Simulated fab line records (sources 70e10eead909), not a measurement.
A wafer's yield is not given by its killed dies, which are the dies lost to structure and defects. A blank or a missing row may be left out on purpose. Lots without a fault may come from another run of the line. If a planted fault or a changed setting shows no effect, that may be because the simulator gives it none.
Which of the tools did it? || flow nandHarc || 6 lots (18 wafers sampled), 1 step of a 1302-step route

WHAT THE GAUGES SHOWED, per wafer
NHARC_A_SOURCE_PLATE_INSPECT_08.
{"lot": "L533", "measured": "day 8 10:32", "on": "defectInspect-01", "rawDefectCount": "91 127 80"}
{"lot": "L536", "measured": "day 9 19:54", "on": "defectInspect-02", "rawDefectCount": "26 33 34"}
{"lot": "L544", "measured": "day 13 05:29", "on": "defectInspect-02", "rawDefectCount": "29 33 49"}
{"lot": "L549", "measured": "day 15 11:06", "on": "defectInspect-01", "rawDefectCount": "37 95 79"}
{"lot": "L552", "measured": "day 16 15:46", "on": "defectInspect-02", "rawDefectCount": "59 64 35"}
{"lot": "L554", "measured": "day 17 13:14", "on": "defectInspect-01", "rawDefectCount": "78 70 67"}

WHICH TOOL RAN EACH LOT (tool, then ch and the chambers of the sampled wafers, then the start)
Record: no process step prior to these readings.

THE ANSWER, worked out from the rows above alone
Rule: what is usual is taken from the lots themselves. Put in order of their means at a reading, lots are off if they are a third of the lots or fewer, leave a main group of 4 or more, and stand apart from it by a gap of 3 or more times the standard deviation of the main group's means; of several such gaps the widest counts. A main group whose means are all the same, to the digits that the tables above print for the reading, isn't used. Also off: a lot with no number at a reading for which 4 or more lots have one. Where the step has rows for the other lots, those lots are counted as sound.
Nothing can be told from this: no lot is off at any reading shown.

WHAT THE SIMULATOR HAD PUT IN
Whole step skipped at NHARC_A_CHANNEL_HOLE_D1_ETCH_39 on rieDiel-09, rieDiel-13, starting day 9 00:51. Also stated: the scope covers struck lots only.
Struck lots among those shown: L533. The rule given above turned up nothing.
